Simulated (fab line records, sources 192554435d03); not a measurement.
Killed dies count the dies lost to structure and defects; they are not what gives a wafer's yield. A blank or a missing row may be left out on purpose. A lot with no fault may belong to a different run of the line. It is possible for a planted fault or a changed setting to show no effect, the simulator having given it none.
Which of the tools did it? :: flow n5Finfet :: 9 lots with 27 wafers sampled at 2 steps, on a route of 1938 steps

== WHAT THE GAUGES SHOWED, per wafer ==
N5_BEOL_M2_CD_MEAS_28: target cd 26.2 nm, target cd y 24.1 nm.
lot: L354
measured: day 7 02:28
on: cdSem-02
cdNm (nm): 26.44 26.14 26.40

lot: L357
measured: day 7 11:40
on: cdSem-03
cdNm (nm): 26.51 26.20 26.18

lot: L361
measured: day 8 13:20
on: cdSem-03
cdNm (nm): 26.60 26.55 26.21

lot: L362
measured: day 8 18:22
on: cdSem-01
cdNm (nm): 26.00 26.11 25.80

lot: L366
measured: day 9 21:48
on: cdSem-02
cdNm (nm): 23.55 26.31 23.42

lot: L368
measured: day 10 02:52
on: cdSem-02
cdNm (nm): 22.52 22.83 26.26

lot: L371
measured: day 11 00:23
on: cdSem-03
cdNm (nm): 26.15 25.90 26.53

lot: L376
measured: day 12 12:22
on: cdSem-01
cdNm (nm): 26.12 26.48 25.89

lot: L375
measured: day 12 14:23
on: cdSem-01
cdNm (nm): 26.38 25.99 25.94

== EACH LOT AND THE TOOL THAT RAN IT (in order: tool; ch and the chambers of the sampled wafers; start) ==
lot: L354
N5_BEOL_M2_EXPOSE_25: euvScanner-01 ch 0, day 7 02:19

lot: L357
N5_BEOL_M2_EXPOSE_25: euvScanner-01 ch 0, day 7 11:32

lot: L361
N5_BEOL_M2_EXPOSE_25: euvScanner-02 ch 0, day 8 13:11

lot: L362
N5_BEOL_M2_EXPOSE_25: euvScanner-02 ch 0, day 8 18:13

lot: L366
N5_BEOL_M2_EXPOSE_25: euvScanner-02 ch 0, day 9 21:39

lot: L368
N5_BEOL_M2_EXPOSE_25: euvScanner-02 ch 0, day 10 02:43

lot: L371
N5_BEOL_M2_EXPOSE_25: euvScanner-01 ch 0, day 11 00:15

lot: L376
N5_BEOL_M2_EXPOSE_25: euvScanner-01 ch 0, day 12 12:13

lot: L375
N5_BEOL_M2_EXPOSE_25: euvScanner-01 ch 0, day 12 14:14
- N5_BEOL_M2_EXPOSE_25: exposes mask V1, defocus 5 nm.

== THE ANSWER, worked out from the rows above alone ==
Rule: what is usual is taken from the lots themselves. Put in order of their means at a reading, lots are off if they are a third of the lots or fewer, leave a main group of 4 or more, and stand apart from it by a gap of 3 or more times the standard deviation of the main group's means; of several such gaps the widest counts. A main group whose means are all the same, to the digits that the tables above print for the reading, isn't used. Also off: a lot with no number at a reading for which 4 or more lots have one. The other lots that the step has rows for count as sound.
Off: L366, L368, at N5_BEOL_M2_CD_MEAS_28 (cdNm). Mean 26.22 nm and standard deviation 0.15 in the main group.
If a tool, at a process step before that reading, ran all the lots that are off and no sound lot after the first of them, it fits. The gauges at N5_BEOL_M2_CD_MEAS_28 are tried like those tools. Undecided on this evidence; 2 tools fit (euvScanner-02 at N5_BEOL_M2_EXPOSE_25, cdSem-02 at N5_BEOL_M2_CD_MEAS_28).

== WHAT HAD BEEN PUT IN BY THE SIMULATOR ==
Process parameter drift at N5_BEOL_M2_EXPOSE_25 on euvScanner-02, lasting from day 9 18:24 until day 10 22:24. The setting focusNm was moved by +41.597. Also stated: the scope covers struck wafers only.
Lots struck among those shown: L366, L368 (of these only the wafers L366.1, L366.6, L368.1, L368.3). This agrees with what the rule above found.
